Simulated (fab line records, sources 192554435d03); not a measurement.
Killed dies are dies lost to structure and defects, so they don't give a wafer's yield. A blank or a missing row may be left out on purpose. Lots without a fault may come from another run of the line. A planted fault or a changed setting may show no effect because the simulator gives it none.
Split-lot experiment | flow n5_finfet | 7 lots, 21 wafers read, on a route of 1938 steps

THE SPLIT
At N5_BEOL_M15_TRENCH_ETCH_34 (etches SiO2 in C4F8/O2/Ar, target depth 872.93 nm, time 199 s), the setting bias_w was moved away from the recipe's 2040 W on 7 of the 21 wafers read, by -17.4% to +15.9%. The other wafers ran this setting at the recipe's value.

The reading is taken at the split's own step.

THE READING
rf_vpp_V, in V, at N5_BEOL_M15_TRENCH_ETCH_34 (etches SiO2 in C4F8/O2/Ar, target depth 872.93 nm, time 199 s). Fault-free wafers of this fab line usually give 2238 V, standard deviation 32 V.

wafer  | tool, chamber at the split | bias_w as run, W | against the recipe | rf_vpp_V, V | against lot-mates on the recipe
L075.2 | rie_diel-02, 1             | 2040             | recipe             | 2235        | -
L075.3 | rie_diel-02, 0             | 2040             | recipe             | 2195        | -
L075.4 | rie_diel-02, 2             | 2040             | recipe             | 2294        | -
L077.3 | rie_diel-05, 0             | 2365             | +15.9%             | 2462        | +202
L077.4 | rie_diel-05, 1             | 2040             | recipe             | 2260        | -
L077.6 | rie_diel-05, 2             | 2365             | +15.9%             | 2462        | +202
L080.3 | rie_diel-05, 0             | 1685             | -17.4%             | 1946        | -289
L080.4 | rie_diel-05, 2             | 2040             | recipe             | 2227        | -
L080.6 | rie_diel-05, 3             | 2040             | recipe             | 2243        | -
L084.1 | rie_diel-06, 1             | 2040             | recipe             | 2232        | -
L084.3 | rie_diel-06, 0             | 2243             | +10.0%             | 2370        | +144
L084.5 | rie_diel-06, 0             | 2040             | recipe             | 2220        | -
L092.1 | rie_diel-05, 1             | 2040             | recipe             | 2258        | -
L092.3 | rie_diel-05, 2             | 2324             | +13.9%             | 2432        | +172
L092.6 | rie_diel-05, 0             | 2040             | recipe             | 2263        | -
L095.1 | rie_diel-05, 1             | 2040             | recipe             | 2258        | -
L095.3 | rie_diel-05, 0             | 2040             | recipe             | 2265        | -
L095.6 | rie_diel-05, 1             | 2040             | recipe             | 2258        | -
L096.2 | rie_diel-02, 1             | 1778             | -12.8%             | 2027        | -191
L096.3 | rie_diel-02, 0             | 1778             | -12.8%             | 1991        | -227
L096.4 | rie_diel-02, 3             | 2040             | recipe             | 2218        | -

THE FIT
A straight line over all 21 wafers: rf_vpp_V changes by +15.5 V for each +1% of bias_w; r = +0.98; the points scatter about the line by 27 V.
The same after taking each lot's own level away (the mean of its wafers on the recipe; 21 wafers): +14.5 V for each +1%; r = +0.98; scatter 22 V.
On that fit, the largest move of bias_w shifts the reading by 2.5e+02 V.
The lots' own levels span 2218.0 to 2260.5 V, that is 1.3 times the standard deviation above.
So the lot-to-lot level changes the slope little: the two slopes agree.
Check: with one of the wafers moved furthest among these (-17.4%) left out of the fit, the line predicts -249 V for it against its lot-mates. It came out at -289 V against them.
Tool readings at the split's step, against how far the setting was moved: rf_vpp_V r = +0.98.

OTHER SPLITS ON THESE WAFERS
These wafers also went through other splits before the reading. Each is held against what the fit with the lots' levels taken away leaves over:
other split on the same wafers | wafers away from the commonest value | r with rf_vpp_V (lot level and that fit taken away)
N5_BEOL_M15_PEB_26 peb_time_s  | 12                                   | -0.05

THE FILE'S OWN FIT
rf_vpp_V changes by +14.5 V for each +1% of bias_w, r = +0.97.
